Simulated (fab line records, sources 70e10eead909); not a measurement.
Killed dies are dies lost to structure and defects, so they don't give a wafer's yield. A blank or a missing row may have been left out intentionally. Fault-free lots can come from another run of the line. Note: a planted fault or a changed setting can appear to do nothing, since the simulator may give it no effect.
Chamber matching / flow nandHarc / 3 sister chambers for NHARC_P_M0_DEP_32 on pecvd-04
The step deposits SiCN, target thk 30 nm. 3 wafers are shown with their chamber, then 8 later ones without.

WAFERS PAIRED WITH THEIR CHAMBERS
wafer=L085.1; chamber=1; heaterPowerW (W)=636
wafer=L085.3; chamber=2; heaterPowerW (W)=557
wafer=L088.1; chamber=0; heaterPowerW (W)=602

WAFERS MISSING THEIR CHAMBER
wafer=L088.3; heaterPowerW (W)=521
wafer=L088.6; heaterPowerW (W)=619
wafer=L090.1; heaterPowerW (W)=633
wafer=L090.3; heaterPowerW (W)=560
wafer=L090.6; heaterPowerW (W)=650
wafer=L094.1; heaterPowerW (W)=553
wafer=L094.3; heaterPowerW (W)=600
wafer=L094.5; heaterPowerW (W)=553

WHICH CHAMBER EACH WENT THROUGH
wafer=L088.3; from the rows above=2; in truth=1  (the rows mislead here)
wafer=L088.6; from the rows above=can't be placed: 0 or 1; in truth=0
wafer=L090.1; from the rows above=can't be placed: 1 or 0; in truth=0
wafer=L090.3; from the rows above=2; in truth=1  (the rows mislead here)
wafer=L090.6; from the rows above=1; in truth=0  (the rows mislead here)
wafer=L094.1; from the rows above=2; in truth=2
wafer=L094.3; from the rows above=0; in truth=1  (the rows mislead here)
wafer=L094.5; from the rows above=2; in truth=2
Correct placement for 2 of the 8. These rows do not allow placing 2 (true chamber among the candidates in 2). Wrongly placed: 4.
How it was worked out, from the rows above alone: a wafer's distance from a chamber is the root of the sum, over the readings, of the square of ((its reading less the chamber's mean) divided by the reading's scatter). If the next closest chamber is less than 2 further off than the closest, the wafer can't be placed; otherwise it belongs to the closest. A chamber's mean is the mean of its shown wafers. The scatter: with one shown wafer a chamber, the root of the mean of the squares of how far each hidden wafer lies from its nearest shown one.
